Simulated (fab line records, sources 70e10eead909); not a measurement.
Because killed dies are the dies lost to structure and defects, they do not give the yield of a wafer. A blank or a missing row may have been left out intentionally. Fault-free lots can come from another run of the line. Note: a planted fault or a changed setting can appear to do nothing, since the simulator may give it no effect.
Chamber matching | flow nand harc | cmp-02 running NHARC_P_BONDPAD_CMP_19: 4 sister chambers
The step polishes, t overpolish 30 s, cu recess touch 16 s, target thk 160.81 nm. 8 wafers are shown with their chamber, then 9 later ones without.

WAFERS PAIRED WITH THEIR CHAMBERS
wafer  | chamber | motor current A (A) | slurry flow ml min
L080.2 | 1       | 12.7                | 149.5
L080.4 | 0       | 11.8                | 149.7
L083.1 | 3       | 12.1                | 149.8
L083.5 | 2       | 13.0                | 150.0
L083.6 | 3       | 11.7                | 150.2
L086.1 | 2       | 13.0                | 150.1
L086.2 | 1       | 13.1                | 149.6
L086.3 | 0       | 12.1                | 149.4

WAFERS WHOSE CHAMBER IS MISSING
wafer  | motor current A (A) | slurry flow ml min
L087.3 | 12.1                | 148.9
L087.5 | 12.0                | 150.3
L087.6 | 11.6                | 149.3
L092.1 | 13.5                | 149.8
L092.2 | 11.8                | 149.9
L092.4 | 12.9                | 150.2
L093.1 | 12.4                | 149.3
L093.3 | 12.1                | 150.1
L093.6 | 13.1                | 150.3

WHICH CHAMBER EACH WENT THROUGH
wafer  | from the rows above          | in truth
L087.3 | can't be placed: 0 or 1      | 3
L087.5 | 3                            | 3
L087.6 | can't be placed: 0 or 3      | 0
L092.1 | can't be placed: 2 or 1      | 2
L092.2 | can't be placed: 3 or 0      | 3
L092.4 | 2                            | 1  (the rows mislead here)
L093.1 | can't be placed: 0 or 1 or 3 | 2
L093.3 | 3                            | 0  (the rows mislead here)
L093.6 | 2                            | 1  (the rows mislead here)
Correct placement for 1 of the 9. From these rows, 5 cannot be placed; in 3 the true chamber is one of the candidates. Wrongly placed: 3.
How it was worked out, from the rows above alone: a wafer's distance from a chamber is the root of the sum, over the readings, of the square of ((its reading less the chamber's mean) divided by the reading's scatter). The wafer belongs to the nearest chamber; if the next one is less than 2 further off, it can't be placed. For every chamber, the mean is computed from those of its wafers that are shown. How the scatter is found: for the shown wafers, subtract from each reading the mean of its chamber, square and add these, divide the total by (wafers less chambers), then take the root.
